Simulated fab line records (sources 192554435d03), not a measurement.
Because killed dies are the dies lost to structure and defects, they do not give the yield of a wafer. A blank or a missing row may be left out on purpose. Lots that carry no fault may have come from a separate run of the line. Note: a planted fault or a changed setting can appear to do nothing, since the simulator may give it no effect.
fab line records -- flow n5-finfet
[record] lots = 24, wafers = 72, last-day = 19
route steps=1938 shown BEOL_M1@821 BEOL_M2@842
lots that met no fault: taken from a fault-free run of the same line
start-h: start of the lot's first displayed wafer, in hours after the record's first day -- wait-h: hours since the lot's step before -- " same as the row above -- L1.1+2: several wafers, shown together as one row -- - either no value or no given start -- * or withheld: withheld -- < > ~ a bound
route shown NAME@n: names a module that has steps shown in the file, with the first one's number in the route -- usual: average and standard deviation across the fault-free wafers -- same: alike in all rows -- chamber/n: place in a boat -- sites: readings site by site -- _std_site: how widely they spread, as a standard deviation -- _edge_site: inner sites' mean taken away from outer sites' mean -- radius-mm: how far each site lies from the wafer's centre -- mask NAME#n: copy n -- behind: tool/chamber where the wafer was last shaped -- hold: reason for holding the lot/hours on hold/outcome of the hold -- device: whichever transistor did not switch (one of n, p or np) -- end of line: the tests these same wafers got at the end of their route -- step lacking rows: just its recipe -- killed: count of dies lost to structure and defects at first sort (not the wafer's yield) -- map: dies across one wafer; x = killed, . = not, _ = none there
set.NAME: the setting that was run; set.NAME@STEP: the one run at that earlier step -- model.NAME: the simulator's own value behind a step, which no gauge read
the route's steps for a sample of lots (tables are steps, rows are wafers)
services: a tool's chamber out of use, with start hour (start-h, from the record's first day; less than 0 if before it), hours out, and reason
[[steps]]
[step N5_BEOL_M1_ANNEAL_87]
[recipe] temp-c = 400, time-s = 240, ambient = vacuum
[usual] heater-power-w = 808/88
lot.wafer,tool,chamber,start-h,wait-h,heater-power-w
L074.2,pvd-sputter-02,-,127.45,0.0,864
L074.3,pvd-sputter-02,-,127.45,0.0,864
L074.4,pvd-sputter-02,-,127.45,0.0,878
L076.2,pvd-sputter-03,-,133.42,0.0,906
L076.3,pvd-sputter-03,-,133.42,0.0,803
L076.5,pvd-sputter-03,-,133.42,0.0,816
L075.4,pvd-sputter-02,-,141.88,0.0,878
L075.5,pvd-sputter-02,-,141.88,0.0,874
L075.6,pvd-sputter-02,-,141.88,0.0,865
L077.4,pvd-sputter-02,-,148.01,0.0,884
L077.5,pvd-sputter-02,-,148.01,0.0,585
L077.6,pvd-sputter-02,-,148.01,0.0,842
L078.1,pvd-sputter-02,-,165.83,0.0,883
L078.3,pvd-sputter-02,-,165.83,0.0,825
L078.4,pvd-sputter-02,-,165.83,0.0,864
L079.2,pvd-sputter-03,-,166.12,0.0,899
L079.5,pvd-sputter-03,-,166.12,0.0,858
L079.6,pvd-sputter-03,-,166.12,0.0,912
L080.2,pvd-sputter-01,-,167.04,0.1,813
L080.3,pvd-sputter-01,-,167.04,0.1,616
L080.6,pvd-sputter-01,-,167.04,0.1,839
L083.2,pvd-sputter-01,-,183.45,0.1,818
L083.3,pvd-sputter-01,-,183.45,0.1,815
L083.6,pvd-sputter-01,-,183.45,0.1,836
L081.3,pvd-sputter-01,-,190.17,0.1,816
L081.5,pvd-sputter-01,-,190.17,0.1,845
L081.6,pvd-sputter-01,-,190.17,0.1,831
L082.2,pvd-sputter-03,-,191.02,0.0,912
L082.4,pvd-sputter-03,-,191.02,0.0,820
L082.5,pvd-sputter-03,-,191.02,0.0,844
L084.2,pvd-sputter-02,-,193.39,0.0,606
L084.3,pvd-sputter-02,-,193.39,0.0,851
L084.4,pvd-sputter-02,-,193.39,0.0,833
L085.1,pvd-sputter-03,-,193.54,0.0,912
L085.2,pvd-sputter-03,-,193.54,0.0,816
L085.3,pvd-sputter-03,-,193.54,0.0,784
L086.4,pvd-sputter-03,-,210.17,0.0,923
L086.5,pvd-sputter-03,-,210.17,0.0,898
L086.6,pvd-sputter-03,-,210.17,0.0,802
L087.2,pvd-sputter-01,-,216.01,0.1,802
L087.4,pvd-sputter-01,-,216.01,0.1,835
L087.5,pvd-sputter-01,-,216.01,0.1,845
L089.3,pvd-sputter-02,-,216.99,0.0,858
L089.4,pvd-sputter-02,-,216.99,0.0,862
L089.5,pvd-sputter-02,-,216.99,0.0,604
L088.2,pvd-sputter-02,-,220.47,0.0,839
L088.3,pvd-sputter-02,-,220.47,0.0,852
L088.5,pvd-sputter-02,-,220.47,0.0,828
L090.2,pvd-sputter-01,-,231.49,0.1,823
L090.3,pvd-sputter-01,-,231.49,0.1,821
L090.4,pvd-sputter-01,-,231.49,0.1,623
L091.1,pvd-sputter-03,-,235.85,0.0,895
L091.3,pvd-sputter-03,-,235.85,0.0,868
L091.6,pvd-sputter-03,-,235.85,0.0,869
L092.2,pvd-sputter-01,-,237.17,0.1,625
L092.5,pvd-sputter-01,-,237.17,0.1,837
L092.6,pvd-sputter-01,-,237.17,0.1,856
L093.1,pvd-sputter-01,-,245.53,0.1,838
L093.3,pvd-sputter-01,-,245.53,0.1,829
L093.6,pvd-sputter-01,-,245.53,0.1,631
L094.1,pvd-sputter-02,-,254.88,0.0,846
L094.2,pvd-sputter-02,-,254.88,0.0,865
L094.3,pvd-sputter-02,-,254.88,0.0,837
L095.2,pvd-sputter-03,-,258.96,0.0,780
L095.3,pvd-sputter-03,-,258.96,0.0,906
L095.6,pvd-sputter-03,-,258.96,0.0,768
L097.1,pvd-sputter-03,-,265.94,0.0,791
L097.3,pvd-sputter-03,-,265.94,0.0,829
L097.6,pvd-sputter-03,-,265.94,0.0,847
L096.4,pvd-sputter-02,-,268.78,0.0,843
L096.5,pvd-sputter-02,-,268.78,0.0,874
L096.6,pvd-sputter-02,-,268.78,0.0,872
[step N5_BEOL_M1_SPUTTER_88]
[recipe] material = Cu, target-thk-a = 45, temp-c = -20, chamber-pressure-pa = 0.07, power-w = withheld, time-s = 8.29
[usual] throttle-valve-pct = 30.4/1.2
lot.wafer,tool,chamber,start-h,wait-h,throttle-valve-pct
L074.2,pvd-sputter-02,-,127.59,0.1,30.4
L074.3,pvd-sputter-02,-,127.59,0.1,31.6
L074.4,pvd-sputter-02,-,127.59,0.1,31.7
L076.2,pvd-sputter-03,-,133.56,0.1,28.8
L076.3,pvd-sputter-03,-,133.56,0.1,29.5
L076.5,pvd-sputter-03,-,133.56,0.1,29.2
L075.4,pvd-sputter-02,-,142.02,0.1,31.8
L075.5,pvd-sputter-02,-,142.02,0.1,31.9
L075.6,pvd-sputter-02,-,142.02,0.1,31.3
L077.4,pvd-sputter-02,-,148.15,0.1,31.7
L077.5,pvd-sputter-02,-,148.15,0.1,29.4
L077.6,pvd-sputter-02,-,148.15,0.1,30.3
L078.1,pvd-sputter-02,-,165.97,0.1,31.4
L078.3,pvd-sputter-02,-,165.97,0.1,31.1
L078.4,pvd-sputter-02,-,165.97,0.1,31.3
L079.2,pvd-sputter-03,-,166.26,0.1,29.1
L079.5,pvd-sputter-03,-,166.26,0.1,29.8
L079.6,pvd-sputter-03,-,166.26,0.1,29.1
L080.2,pvd-sputter-01,-,167.32,0.1,30.6
L080.3,pvd-sputter-01,-,167.32,0.1,30.2
L080.6,pvd-sputter-01,-,167.32,0.1,31.5
L083.2,pvd-sputter-01,-,183.73,0.1,31.5
L083.3,pvd-sputter-01,-,183.73,0.1,30.5
L083.6,pvd-sputter-01,-,183.73,0.1,28.3
L081.3,pvd-sputter-01,-,190.45,0.1,28.3
L081.5,pvd-sputter-01,-,190.45,0.1,30.5
L081.6,pvd-sputter-01,-,190.45,0.1,31.3
L082.2,pvd-sputter-03,-,191.16,0.1,29.2
L082.4,pvd-sputter-03,-,191.16,0.1,29.6
L082.5,pvd-sputter-03,-,191.16,0.1,29.8
L084.2,pvd-sputter-02,-,193.53,0.1,29.5
L084.3,pvd-sputter-02,-,193.53,0.1,31.5
L084.4,pvd-sputter-02,-,193.53,0.1,30.1
L085.1,pvd-sputter-03,-,193.68,0.1,28.8
L085.2,pvd-sputter-03,-,193.68,0.1,29.5
L085.3,pvd-sputter-03,-,193.68,0.1,32.7
L086.4,pvd-sputter-03,-,210.31,0.1,28.8
L086.5,pvd-sputter-03,-,210.31,0.1,28.8
L086.6,pvd-sputter-03,-,210.31,0.1,32.8
L087.2,pvd-sputter-01,-,216.29,0.1,28.3
L087.4,pvd-sputter-01,-,216.29,0.1,30.3
L087.5,pvd-sputter-01,-,216.29,0.1,28.6
L089.3,pvd-sputter-02,-,217.13,0.1,31.5
L089.4,pvd-sputter-02,-,217.13,0.1,31.1
L089.5,pvd-sputter-02,-,217.13,0.1,29.4
L088.2,pvd-sputter-02,-,220.61,0.1,30.3
L088.3,pvd-sputter-02,-,220.61,0.1,31.6
L088.5,pvd-sputter-02,-,220.61,0.1,30.1
L090.2,pvd-sputter-01,-,231.77,0.1,30.7
L090.3,pvd-sputter-01,-,231.77,0.1,28.4
L090.4,pvd-sputter-01,-,231.77,0.1,30.2
L091.1,pvd-sputter-03,-,235.99,0.1,28.9
L091.3,pvd-sputter-03,-,235.99,0.1,30.0
L091.6,pvd-sputter-03,-,235.99,0.1,30.0
L092.2,pvd-sputter-01,-,237.45,0.1,30.3
L092.5,pvd-sputter-01,-,237.45,0.1,30.6
L092.6,pvd-sputter-01,-,237.45,0.1,31.2
L093.1,pvd-sputter-01,-,245.81,0.1,31.6
L093.3,pvd-sputter-01,-,245.81,0.1,30.4
L093.6,pvd-sputter-01,-,245.81,0.1,30.3
L094.1,pvd-sputter-02,-,255.02,0.1,31.4
L094.2,pvd-sputter-02,-,255.02,0.1,31.6
L094.3,pvd-sputter-02,-,255.02,0.1,30.0
L095.2,pvd-sputter-03,-,259.10,0.1,32.6
L095.3,pvd-sputter-03,-,259.10,0.1,28.7
L095.6,pvd-sputter-03,-,259.10,0.1,32.7
L097.1,pvd-sputter-03,-,266.08,0.1,32.9
L097.3,pvd-sputter-03,-,266.08,0.1,29.6
L097.6,pvd-sputter-03,-,266.08,0.1,30.0
L096.4,pvd-sputter-02,-,268.92,0.1,31.5
L096.5,pvd-sputter-02,-,268.92,0.1,31.4
L096.6,pvd-sputter-02,-,268.92,0.1,31.3
[step N5_BEOL_M1_PRE_CLEAN_60]
[recipe] gas = NH3/H2, time-s = 15, temp-c = *, rf-power-w = 300
[usual] heater-power-w = 87/15
lot.wafer,tool,chamber,start-h,wait-h,heater-power-w,since-wet-clean-h
L074.2,cvd-co-01,2,129.30,0.0,75,418
L074.3,cvd-co-01,0,129.30,0.0,117,-
L074.4,cvd-co-01,2,129.30,0.0,76,-
L076.2,cvd-co-02,2,135.35,0.1,89,217
L076.3,cvd-co-02,1,135.35,0.1,71,1114
L076.5,cvd-co-02,2,135.35,0.1,88,-
L075.4,cvd-co-02,1,143.75,0.1,73,-
L075.5,cvd-co-02,0,143.75,0.1,89,-
L075.6,cvd-co-02,2,143.75,0.1,92,-
L077.4,cvd-co-01,0,151.43,0.1,119,-
L077.5,cvd-co-01,2,151.43,0.1,77,-
L077.6,cvd-co-01,1,151.43,0.1,73,-
L078.1,cvd-co-01,1,167.68,0.0,72,31
L078.3,cvd-co-01,0,167.68,0.0,120,928
L078.4,cvd-co-01,1,167.68,0.0,73,-
L079.2,cvd-co-02,0,167.96,0.0,92,709
L079.5,cvd-co-02,0,167.96,0.0,93,-
L079.6,cvd-co-02,1,167.96,0.0,72,-
L080.2,cvd-co-01,1,170.00,0.0,73,33
L080.3,cvd-co-01,2,170.00,0.0,76,459
L080.6,cvd-co-01,2,170.00,0.0,76,-
L083.2,cvd-co-02,2,186.40,0.0,89,268
L083.3,cvd-co-02,0,186.40,0.0,94,728
L083.6,cvd-co-02,0,186.40,0.0,93,-
L082.2,cvd-co-02,1,192.86,0.0,71,1172
L082.4,cvd-co-02,0,192.86,0.0,93,-
L082.5,cvd-co-02,1,192.86,0.0,73,-
L081.3,cvd-co-02,1,193.11,0.0,70,1172
L081.5,cvd-co-02,2,193.11,0.0,90,-
L081.6,cvd-co-02,1,193.11,0.0,72,-
L084.2,cvd-co-01,2,195.24,0.0,77,484
L084.3,cvd-co-01,1,195.24,0.0,76,59
L084.4,cvd-co-01,1,195.24,0.0,74,-
L085.1,cvd-co-02,0,195.38,0.0,93,737
L085.2,cvd-co-02,2,195.38,0.0,89,277
L085.3,cvd-co-02,1,195.38,0.0,71,1174
L086.4,cvd-co-02,2,212.09,0.1,89,-
L086.5,cvd-co-02,0,212.09,0.1,91,-
L086.6,cvd-co-02,1,212.09,0.1,72,-
L089.3,cvd-co-02,2,218.84,0.0,90,301
L089.4,cvd-co-02,1,218.84,0.0,71,-
L089.5,cvd-co-02,0,218.84,0.0,93,-
L087.2,cvd-co-02,2,219.11,0.0,90,301
L087.4,cvd-co-02,2,219.11,0.0,87,-
L087.5,cvd-co-02,0,219.11,0.0,90,-
L088.2,cvd-co-02,0,222.32,0.0,94,764
L088.3,cvd-co-02,1,222.32,0.0,72,1201
L088.5,cvd-co-02,2,222.32,0.0,89,-
L090.2,cvd-co-01,2,234.44,0.0,78,523
L090.3,cvd-co-01,0,234.44,0.0,118,994
L090.4,cvd-co-01,2,234.44,0.0,77,-
L091.1,cvd-co-01,2,237.70,0.0,77,526
L091.3,cvd-co-01,1,237.70,0.0,75,101
L091.6,cvd-co-01,1,237.70,0.0,74,-
L092.2,cvd-co-01,0,240.11,0.0,118,1000
L092.5,cvd-co-01,1,240.11,0.0,74,-
L092.6,cvd-co-01,2,240.11,0.0,74,-
L093.1,cvd-co-02,0,248.47,0.0,92,790
L093.3,cvd-co-02,2,248.47,0.0,90,330
L093.6,cvd-co-02,0,248.47,0.0,95,-
L094.1,cvd-co-02,0,256.72,0.0,93,798
L094.2,cvd-co-02,2,256.72,0.0,90,339
L094.3,cvd-co-02,1,256.72,0.0,72,1235
L095.2,cvd-co-01,2,260.82,0.0,78,549
L095.3,cvd-co-01,1,260.82,0.0,74,124
L095.6,cvd-co-01,0,260.82,0.0,120,-
L097.1,cvd-co-02,0,268.00,0.0,94,809
L097.3,cvd-co-02,2,268.00,0.0,89,350
L097.6,cvd-co-02,1,268.00,0.0,74,-
L096.4,cvd-co-01,0,270.65,0.1,120,-
L096.5,cvd-co-01,2,270.65,0.1,77,-
L096.6,cvd-co-01,1,270.65,0.1,74,-
[step N5_BEOL_M2_THK_MEAS_01]
[recipe] reads = SiOC_of_BEOL_M2_ILD_DEP_00
[usual] M2_ILD_THK = 78.9/0.9
lot.wafer,tool,chamber,start-h,wait-h,M2_ILD_THK[nm]
L074.2,film-metro-02,-,129.71,0.1,78.2
L074.3,film-metro-02,-,129.71,0.1,78.5
L074.4,film-metro-02,-,129.71,0.1,80.4
L076.2,film-metro-01,-,135.73,0.1,78.2
L076.3,film-metro-01,-,135.73,0.1,78.1
L076.5,film-metro-01,-,135.73,0.1,78.8
L075.4,film-metro-01,-,144.08,0.0,78.8
L075.5,film-metro-01,-,144.08,0.0,77.8
L075.6,film-metro-01,-,144.08,0.0,77.8
L077.4,film-metro-01,-,151.77,0.0,79.2
L077.5,film-metro-01,-,151.77,0.0,79.4
L077.6,film-metro-01,-,151.77,0.0,79.8
L078.1,film-metro-02,-,168.03,0.0,79.5
L078.3,film-metro-02,-,168.03,0.0,78.9
L078.4,film-metro-02,-,168.03,0.0,80.4
L079.2,film-metro-02,-,168.32,0.1,79.1
L079.5,film-metro-02,-,168.32,0.1,79.1
L079.6,film-metro-02,-,168.32,0.1,80.0
L080.2,film-metro-02,-,170.35,0.1,78.7
L080.3,film-metro-02,-,170.35,0.1,77.6
L080.6,film-metro-02,-,170.35,0.1,79.4
L083.2,film-metro-02,-,186.75,0.1,78.2
L083.3,film-metro-02,-,186.75,0.1,77.9
L083.6,film-metro-02,-,186.75,0.1,79.7
L082.2,film-metro-01,-,193.22,0.1,77.9
L082.4,film-metro-01,-,193.22,0.1,80.4
L082.5,film-metro-01,-,193.22,0.1,79.1
L081.3,film-metro-01,-,193.47,0.1,79.8
L081.5,film-metro-01,-,193.47,0.1,80.8
L081.6,film-metro-01,-,193.47,0.1,80.3
L084.2,film-metro-01,-,195.60,0.1,78.0
L084.3,film-metro-01,-,195.60,0.1,78.0
L084.4,film-metro-01,-,195.60,0.1,78.9
L085.1,film-metro-01,-,195.74,0.0,77.9
L085.2,film-metro-01,-,195.74,0.0,77.7
L085.3,film-metro-01,-,195.74,0.0,77.2
L086.4,film-metro-01,-,212.52,0.1,78.5
L086.5,film-metro-01,-,212.52,0.1,78.4
L086.6,film-metro-01,-,212.52,0.1,78.8
L089.3,film-metro-01,-,219.22,0.1,78.5
L089.4,film-metro-01,-,219.22,0.1,79.2
L089.5,film-metro-01,-,219.22,0.1,79.1
L087.2,film-metro-01,-,219.46,0.1,77.9
L087.4,film-metro-01,-,219.46,0.1,79.5
L087.5,film-metro-01,-,219.46,0.1,79.1
L088.2,film-metro-02,-,222.69,0.1,78.9
L088.3,film-metro-02,-,222.69,0.1,79.0
L088.5,film-metro-02,-,222.69,0.1,80.3
L090.2,film-metro-02,-,234.80,0.1,78.4
L090.3,film-metro-02,-,234.80,0.1,78.0
L090.4,film-metro-02,-,234.80,0.1,79.5
L091.1,film-metro-02,-,238.07,0.1,77.6
L091.3,film-metro-02,-,238.07,0.1,78.5
L091.6,film-metro-02,-,238.07,0.1,79.2
L092.2,film-metro-01,-,240.49,0.1,79.4
L092.5,film-metro-01,-,240.49,0.1,78.9
L092.6,film-metro-01,-,240.49,0.1,79.5
L093.1,film-metro-02,-,248.83,0.0,77.8
L093.3,film-metro-02,-,248.83,0.0,79.0
L093.6,film-metro-02,-,248.83,0.0,78.9
L094.1,film-metro-02,-,257.08,0.0,79.8
L094.2,film-metro-02,-,257.08,0.0,78.8
L094.3,film-metro-02,-,257.08,0.0,78.1
L095.2,film-metro-01,-,261.17,0.1,78.7
L095.3,film-metro-01,-,261.17,0.1,78.5
L095.6,film-metro-01,-,261.17,0.1,79.8
L097.1,film-metro-01,-,268.36,0.0,78.1
L097.3,film-metro-01,-,268.36,0.0,78.1
L097.6,film-metro-01,-,268.36,0.0,79.7
L096.4,film-metro-02,-,270.99,0.0,80.2
L096.5,film-metro-02,-,270.99,0.0,79.4
L096.6,film-metro-02,-,270.99,0.0,79.7
[step N5_BEOL_M2_INSPECT_13]
[recipe] mode = adi, inspect-instrument = brightfield
[usual] raw-defect-count = 452/110
lot.wafer,tool,chamber,start-h,wait-h,raw-defect-count
L074.2,defect-inspect-01,-,131.24,0.0,274
L074.3,defect-inspect-01,-,131.24,0.0,343
L074.4,defect-inspect-01,-,131.24,0.0,396
L076.2,defect-inspect-01,-,137.40,0.0,422
L076.3,defect-inspect-01,-,137.40,0.0,361
L076.5,defect-inspect-01,-,137.40,0.0,468
L075.4,defect-inspect-02,-,146.23,0.0,369
L075.5,defect-inspect-02,-,146.23,0.0,541
L075.6,defect-inspect-02,-,146.23,0.0,401
L077.4,defect-inspect-01,-,153.30,0.0,437
L077.5,defect-inspect-01,-,153.30,0.0,430
L077.6,defect-inspect-01,-,153.30,0.0,247
L078.1,defect-inspect-02,-,169.95,0.1,331
L078.3,defect-inspect-02,-,169.95,0.1,436
L078.4,defect-inspect-02,-,169.95,0.1,416
L079.2,defect-inspect-02,-,171.51,0.0,354
L079.5,defect-inspect-02,-,171.51,0.0,509
L079.6,defect-inspect-02,-,171.51,0.0,603
L080.2,defect-inspect-02,-,172.00,0.0,376
L080.3,defect-inspect-02,-,172.00,0.0,381
L080.6,defect-inspect-02,-,172.00,0.0,355
L083.2,defect-inspect-02,-,187.76,0.0,596
L083.3,defect-inspect-02,-,187.76,0.0,642
L083.6,defect-inspect-02,-,187.76,0.0,495
L082.2,defect-inspect-01,-,195.55,0.0,479
L082.4,defect-inspect-01,-,195.55,0.0,481
L082.5,defect-inspect-01,-,195.55,0.0,513
L081.3,defect-inspect-01,-,195.71,0.0,520
L081.5,defect-inspect-01,-,195.71,0.0,385
L081.6,defect-inspect-01,-,195.71,0.0,601
L084.2,defect-inspect-02,-,196.69,0.0,529
L084.3,defect-inspect-02,-,196.69,0.0,433
L084.4,defect-inspect-02,-,196.69,0.0,460
L085.1,defect-inspect-02,-,196.99,0.1,479
L085.2,defect-inspect-02,-,196.99,0.1,603
L085.3,defect-inspect-02,-,196.99,0.1,489
L086.4,defect-inspect-02,-,213.50,0.0,347
L086.5,defect-inspect-02,-,213.50,0.0,483
L086.6,defect-inspect-02,-,213.50,0.0,568
L089.3,defect-inspect-01,-,222.23,0.1,398
L089.4,defect-inspect-01,-,222.23,0.1,324
L089.5,defect-inspect-01,-,222.23,0.1,620
L087.2,defect-inspect-02,-,222.49,0.0,673
L087.4,defect-inspect-02,-,222.49,0.0,519
L087.5,defect-inspect-02,-,222.49,0.0,642
L088.2,defect-inspect-01,-,225.46,0.0,324
L088.3,defect-inspect-01,-,225.46,0.0,306
L088.5,defect-inspect-01,-,225.46,0.0,455
L090.2,defect-inspect-01,-,238.76,0.0,458
L090.3,defect-inspect-01,-,238.76,0.0,449
L090.4,defect-inspect-01,-,238.76,0.0,417
L091.1,defect-inspect-01,-,239.31,0.1,476
L091.3,defect-inspect-01,-,239.31,0.1,524
L091.6,defect-inspect-01,-,239.31,0.1,588
L092.2,defect-inspect-01,-,242.63,0.0,458
L092.5,defect-inspect-01,-,242.63,0.0,604
L092.6,defect-inspect-01,-,242.63,0.0,494
L093.1,defect-inspect-01,-,250.20,0.1,356
L093.3,defect-inspect-01,-,250.20,0.1,286
L093.6,defect-inspect-01,-,250.20,0.1,387
L094.1,defect-inspect-01,-,258.31,0.1,422
L094.2,defect-inspect-01,-,258.31,0.1,554
L094.3,defect-inspect-01,-,258.31,0.1,493
L095.2,defect-inspect-02,-,262.15,0.0,489
L095.3,defect-inspect-02,-,262.15,0.0,283
L095.6,defect-inspect-02,-,262.15,0.0,599
L097.1,defect-inspect-02,-,269.33,0.1,465
L097.3,defect-inspect-02,-,269.33,0.1,653
L097.6,defect-inspect-02,-,269.33,0.1,482
L096.4,defect-inspect-01,-,272.86,0.0,367
L096.5,defect-inspect-01,-,272.86,0.0,338
L096.6,defect-inspect-01,-,272.86,0.0,451
[step N5_BEOL_M2_HM_OPEN_17]
[recipe] chemistry = Cl2/BCl3, target-depth-a = 200, overetch-a = 60, target = TiN, mask-material = SOC, ion-energy-ev = 150, pressure-mtorr = 10, icp-w = 1000, bias-w = 126, Cl2_flow_sccm = 53.25, bcl3-flow-sccm = 21.75, Ar_flow_sccm = 25
[usual] drypump-motor-current-A = 5.7/0.42, he-backside-leak-sccm = 3.36/0.19, oes-product-au = 0.68/0.059, throttle-valve-pct = 22.04/0.1
lot.wafer,tool,chamber,start-h,wait-h,drypump-motor-current-A,he-backside-leak-sccm,oes-product-au,rf-hours-counter-h,throttle-valve-pct
L074.2,rie-metal-03,0,131.55,0.1,5.6,3.18,0.64,-,21.89
L074.3,rie-metal-03,0,131.55,0.1,5.6,3.09,0.64,-,21.90
L074.4,rie-metal-03,0,131.55,0.1,5.6,3.36,0.63,-,21.91
L076.2,rie-metal-02,0,137.69,0.0,5.7,3.55,0.66,43,21.94
L076.3,rie-metal-02,1,137.69,0.0,6.1,3.57,0.62,-,22.10
L076.5,rie-metal-02,0,137.69,0.0,5.6,3.58,0.65,-,21.93
L075.4,rie-metal-01,1,146.55,0.1,5.3,2.99,0.73,-,22.03
L075.5,rie-metal-01,1,146.55,0.1,5.3,3.24,0.73,-,22.02
L075.6,rie-metal-01,0,146.55,0.1,5.3,3.31,0.75,-,22.10
L077.4,rie-metal-02,0,153.61,0.1,5.6,3.42,0.65,-,21.91
L077.5,rie-metal-02,1,153.61,0.1,6.1,3.38,0.62,-,22.12
L077.6,rie-metal-02,0,153.61,0.1,5.6,3.55,0.65,-,21.92
L078.1,rie-metal-01,1,170.24,0.0,5.3,3.03,0.74,22,22.00
L078.3,rie-metal-01,1,170.24,0.0,5.3,3.30,0.73,-,22.02
L078.4,rie-metal-01,0,170.24,0.0,5.3,3.42,0.75,-,22.09
L079.2,rie-metal-01,0,172.10,0.0,5.3,3.48,0.74,18,22.10
L079.5,rie-metal-01,0,172.10,0.0,5.3,3.58,0.74,-,22.08
L079.6,rie-metal-01,1,172.10,0.0,5.3,3.31,0.73,-,22.02
L080.2,rie-metal-01,1,172.30,0.0,5.3,3.31,0.72,22,22.03
L080.3,rie-metal-01,0,172.30,0.0,5.3,3.57,0.74,-,22.09
L080.6,rie-metal-01,1,172.30,0.0,5.3,3.33,0.73,-,22.05
L083.2,rie-metal-03,0,188.31,0.0,5.6,2.90,0.63,60,21.91
L083.3,rie-metal-03,0,188.31,0.0,5.6,2.99,0.62,-,21.92
L083.6,rie-metal-03,0,188.31,0.0,5.6,3.14,0.63,-,21.91
L082.2,rie-metal-03,0,196.08,0.0,5.6,3.15,0.63,60,21.91
L082.4,rie-metal-03,0,196.08,0.0,5.6,3.37,0.64,-,21.90
L082.5,rie-metal-03,0,196.08,0.0,5.6,3.22,0.63,-,21.90
L081.3,rie-metal-02,1,196.59,0.1,6.1,3.54,0.60,-,22.12
L081.5,rie-metal-02,1,196.59,0.1,6.1,3.56,0.61,-,22.12
L081.6,rie-metal-02,1,196.59,0.1,6.1,3.51,0.61,-,22.14
L084.2,rie-metal-01,1,196.97,0.0,5.3,3.39,0.72,25,22.03
L084.3,rie-metal-01,0,196.97,0.0,5.3,3.42,0.73,-,22.10
L084.4,rie-metal-01,1,196.97,0.0,5.3,3.36,0.71,-,22.04
L085.1,rie-metal-03,1,197.27,0.0,6.5,3.62,0.79,4,22.19
L085.2,rie-metal-03,0,197.27,0.0,5.6,2.94,0.63,60,21.92
L085.3,rie-metal-03,0,197.27,0.0,5.6,2.98,0.64,-,21.89
L086.4,rie-metal-02,1,213.81,0.1,6.1,3.41,0.61,-,22.12
L086.5,rie-metal-02,0,213.81,0.1,5.6,3.58,0.65,-,21.92
L086.6,rie-metal-02,1,213.81,0.1,6.1,3.39,0.62,-,22.12
L089.3,rie-metal-01,1,222.62,0.1,5.3,3.11,0.72,-,22.05
L089.4,rie-metal-01,1,222.62,0.1,5.3,3.26,0.71,-,22.03
L089.5,rie-metal-01,1,222.62,0.1,5.3,3.14,0.72,-,22.04
L087.2,rie-metal-01,1,223.20,0.1,5.3,3.23,0.71,-,22.04
L087.4,rie-metal-01,1,223.20,0.1,5.3,3.21,0.70,-,22.05
L087.5,rie-metal-01,1,223.20,0.1,5.3,3.29,0.71,-,22.04
L088.2,rie-metal-03,0,225.75,0.0,5.6,3.25,0.62,64,21.92
L088.3,rie-metal-03,0,225.75,0.0,5.6,3.15,0.62,-,21.91
L088.5,rie-metal-03,0,225.75,0.0,5.6,3.17,0.62,-,21.92
L090.2,rie-metal-03,1,239.36,0.0,6.4,3.45,0.75,9,22.21
L090.3,rie-metal-03,0,239.36,0.0,5.6,3.22,0.62,-,21.91
L090.4,rie-metal-03,1,239.36,0.0,6.4,3.53,0.75,-,22.21
L091.1,rie-metal-02,1,239.96,0.0,6.2,3.59,0.60,59,22.13
L091.3,rie-metal-02,1,239.96,0.0,6.2,3.50,0.60,-,22.13
L091.6,rie-metal-02,1,239.96,0.0,6.1,3.57,0.61,-,22.11
L092.2,rie-metal-02,0,242.92,0.0,5.6,3.55,0.64,49,21.93
L092.5,rie-metal-02,0,242.92,0.0,5.6,3.58,0.64,-,21.94
L092.6,rie-metal-02,1,242.92,0.0,6.1,3.54,0.61,-,22.12
L093.1,rie-metal-02,1,250.69,0.0,6.1,3.53,0.60,59,22.13
L093.3,rie-metal-02,0,250.69,0.0,5.6,3.54,0.65,-,21.92
L093.6,rie-metal-02,1,250.69,0.0,6.1,3.58,0.60,-,22.13
L094.1,rie-metal-02,0,258.59,0.0,5.7,3.53,0.63,50,21.96
L094.2,rie-metal-02,1,258.59,0.0,6.1,3.57,0.60,60,22.13
L094.3,rie-metal-02,1,258.59,0.0,6.1,3.45,0.60,-,22.16
L095.2,rie-metal-01,1,262.44,0.0,5.3,3.11,0.69,32,22.07
L095.3,rie-metal-01,1,262.44,0.0,5.3,3.13,0.70,-,22.06
L095.6,rie-metal-01,0,262.44,0.0,5.3,3.53,0.72,-,22.11
L097.1,rie-metal-03,1,269.61,0.0,6.5,3.45,0.75,12,22.22
L097.3,rie-metal-03,0,269.61,0.0,5.6,3.12,0.62,-,21.91
L097.6,rie-metal-03,1,269.61,0.0,6.5,3.15,0.74,-,22.19
L096.4,rie-metal-03,1,273.27,0.1,6.5,3.54,0.73,-,22.21
L096.5,rie-metal-03,0,273.27,0.1,5.6,3.21,0.61,-,21.95
L096.6,rie-metal-03,1,273.27,0.1,6.5,3.43,0.74,-,22.22
[[services]]
tool,chamber,start-h,hours,kind
cvd-co-01,1,114.67,-,clean
cvd-co-01,1,114.67,22.0,scheduled-down
cvd-co-01,1,114.67,22.0,vent-cycle
rie-metal-03,1,127.10,-,clean
rie-metal-03,1,127.10,25.3,scheduled-down
rie-metal-03,1,127.10,25.3,vent-cycle
rie-metal-02,0,129.10,1.5,repair
rie-metal-01,-,136.82,1.2,repair
rie-metal-02,1,138.88,2.5,repair
rie-metal-02,0,142.22,4.0,repair
pvd-sputter-01,-,146.86,5.2,repair
rie-metal-02,-,175.48,15.6,pm
cvd-co-02,-,185.61,0.4,repair
rie-metal-02,-,191.08,4.3,pm
cvd-co-02,2,198.84,5.5,repair
rie-metal-02,-,200.62,0.2,repair
cvd-co-01,-,216.40,0.4,repair
rie-metal-02,-,224.15,0.5,repair
rie-metal-03,-,245.96,1.4,pm
cvd-co-01,-,247.49,6.9,pm
rie-metal-02,-,254.16,2.8,pm
[[key]]
fault none
